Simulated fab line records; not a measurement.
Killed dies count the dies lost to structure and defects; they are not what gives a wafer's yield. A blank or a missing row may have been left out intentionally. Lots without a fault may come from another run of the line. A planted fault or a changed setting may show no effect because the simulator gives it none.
Struck lot and sound lot, side by side ; flow n5_finfet ; 37 steps out of a route of 1938
Sound: wafers L435.2, L435.4, L435.6. The struck wafers were L445.1, L445.3, L445.4. The cause is given at the end.
Per side, at each step with rows, come the tool, then ch with its chambers, and then its first start. Under that, the readings that differ: sound wafers ; struck wafers ; difference of the means ; sigmas: that difference in standard deviations of wafers without a fault.
alike: readings with means less than 2 such deviations apart, plus words and numbers identical on both sides. not compared: withheld readings, readings lacking a value on some wafer, bounds such as >300 that could conceal the same value, and numbers that have no deviation in the record and whose values overlap.
A row with sigmas, a row that says differs or no value, or rows on one side alone: a step with any of these is where the two part. Non-overlapping numbers with no deviation appear without sigmas and do not part them. Lack of a reading on every wafer of one side parts them only where that side has two or more wafers.

first, 9 steps without rows for these wafers: N5_BEOL_M1_DEVELOP_10 (develop time 30 s); N5_BEOL_M1_DESCUM_16 (chemistry O2, time 7 s); N5_BEOL_M1_ETCH_74 (etches underlayer in N2/H2, target depth 6.5 nm, time 5.2 s); N5_BEOL_M1_ETCH_63 (etches SiARC in CF4, target depth 15.6 nm, time 26 s); N5_BEOL_M1_ETCH_64 (etches SOC in N2/H2, target depth 75 nm, overetch 15 nm, time 112.5 s); N5_BEOL_M1_STRIP_65 (strips in N2/H2); N5_BEOL_M1_STRIP_75 (strips in N2/H2); N5_BEOL_M1_STRIP_66 (strips in CF4); N5_BEOL_M1_HM_OPEN_17 (chemistry Cl2/BCl3, target TiN, target depth 20 nm, overetch 6 nm).
N5_BEOL_M1_STRIP_19: strips in O2.
  sound on rie_diel-02 ch 0,1,2, day 7 12:01; struck on rie_diel-03 ch 0,2,3, day 9 22:47
  no value came back on the struck wafers for any of 7 readings (bias_power_w (W), chamber_pressure_mTorr (mTorr) and others); on the sound wafers bias_power_w (W) reads 0 0 0
reading;sound;struck;difference;sigmas
model.SOC_of_BEOL_M1_COAT_61.thk_nm (nm);0 0 0;52 52.2 52.8;+52;
  not compared: rf_hours_counter_h
then, 14 steps without rows for these wafers: N5_BEOL_M1_COAT_67 (time 60 s, resist thk 60 nm); N5_BEOL_M1_COAT_68 (time 60 s, resist thk 12 nm); N5_BEOL_M1_COAT_76 (time 60 s, resist thk 5 nm); N5_BEOL_M1_COAT_22 (resist thk 30 nm); N5_BEOL_M1_EBR_24; N5_BEOL_M1_SOFTBAKE_23 (time 60 s); N5_BEOL_M1_EXPOSE_25 (exposes mask V0, defocus 5 nm, target cd 24 nm); N5_BEOL_M1_PEB_26 (peb time 60 s); N5_BEOL_M1_DEVELOP_27 (develop time 30 s); N5_BEOL_M1_DESCUM_33 (chemistry O2, time 7 s); N5_BEOL_M1_ETCH_77 (etches underlayer in N2/H2, target depth 6.5 nm, time 5.2 s); N5_BEOL_M1_ETCH_69 (etches SiARC in CF4, target depth 15.6 nm, time 26 s); N5_BEOL_M1_ALD_98 (deposits SiO2, target thk 2.5 nm, pulse time 1 s, co reactant pulse time 1 s); N5_BEOL_M1_ETCHBACK_99 (etches SiO2 in CHF3, target depth 5 nm, time 10.4 s).
N5_BEOL_M1_ETCH_70: etches SOC in N2/H2, target depth 80 nm, overetch 16 nm, time 120 s.
  sound on rie_diel-02 ch 0,1,2, day 7 13:45; struck on rie_diel-06 ch 0,1,2, day 10 06:06
reading;sound;struck;difference;sigmas
oes_product_au (a.u.);0.57 0.64 0.72;0.85 0.73 0.72;+0.12;+2
model.etch.depth_nm (nm);59.83 60.22 60.18;96.32 104.2 97.17;+39.15;
  alike: drypump_motor_current_A, n2_flow_sccm, rf_vpp_V, showerhead_plenum_p_Torr, throttle_valve_pct
  not compared: rf_hours_counter_h
then, 6 steps without rows for these wafers: N5_BEOL_M1_STRIP_71 (strips in N2/H2); N5_BEOL_M1_STRIP_78 (strips in N2/H2); N5_BEOL_M1_VIA_ETCH_34 (etches the open film in C4F6/O2, target depth 67.8 nm, time 64.4 s); N5_BEOL_M1_STRIP_83 (strips in C4F6/O2); N5_BEOL_M1_STRIP_36 (strips in N2/H2); N5_BEOL_M1_TRENCH_ETCH_37 (etches SiOC in C4F6/O2, target depth 55.207 nm, time 29 s).
N5_BEOL_M1_ETCH_41: etches SiCN in CH3F/O2, target depth 31.9 nm, time 57.8 s.
  sound on rie_diel-02 ch 0,1,2; struck on rie_diel-06 ch 0,1,2
reading;sound;struck;difference;sigmas
model.SOC_of_BEOL_M1_COAT_61.thk_nm (nm);0 0 0;34 33.2 34.6;+34;
  alike: O2_flow_sccm, drypump_motor_current_A, oes_product_au, rf_vpp_V, showerhead_plenum_p_Torr, throttle_valve_pct
  not compared: rf_hours_counter_h
then, 2 steps without rows for these wafers: N5_BEOL_M1_STRIP_97 (strips in N2/H2, time 10 s); N5_BEOL_M1_HM_STRIP_39 (strips TiN in peroxide tin strip, target depth 25 nm, time 158 s).
N5_BEOL_M1_CD_MEAS_35: target cd 18 nm, target cd y 21 nm.
  sound on cd_sem-02 at day 7 14:16; struck on cd_sem-02 at day 10 06:37
  not compared: cd_nm
N5_BEOL_M4_RC_MEAS_101:
  the record has rows for the sound wafers here (prober-02 ch 0, day 8 19:04) and none for the struck ones
-- record jumps: 6 days separate the struck wafers' starts on either side; left off in module BEOL_M4, taken up again in module PASSIVATION, whose first shown step is the route's number 1936 --
N5_PASSIVATION_PROBE_49:
  sound on prober-01 at day 13 03:22; struck on prober-02 at day 16 07:35
reading;sound;struck;difference;sigmas
defect_limited_yield (%);90.7 91.7 89.7;0 0 0;-91;-60
killed_at_M0_to_M3;41 34 42;1124 1120 1099;+1075;+98
killed_dies;110 98 122;1180 1180 1180;+1070;+59
killed_on_rim;15 15 11;152 152 152;+138;+35
sort_bin_5_function (%);5.5 4.7 5.8;95.8 96.4 95.3;+90.5;+90
sort_n_pass;1070 1082 1058;0 0 0;-1070;-59
sort_yield_pct (%);90.7 91.7 89.7;0 0 0;-91;-60
  alike: killed_at_M4_up, killed_at_contacts, killed_at_front_end, killed_at_other, killed_open, killed_short, sort_bin_4_leakage, sort_bin_6_memory

== WHERE THEY PART ==
Earliest at N5_BEOL_M1_STRIP_19; latest, in this record, at N5_PASSIVATION_PROBE_49.

WHY: the cause the simulator had injected
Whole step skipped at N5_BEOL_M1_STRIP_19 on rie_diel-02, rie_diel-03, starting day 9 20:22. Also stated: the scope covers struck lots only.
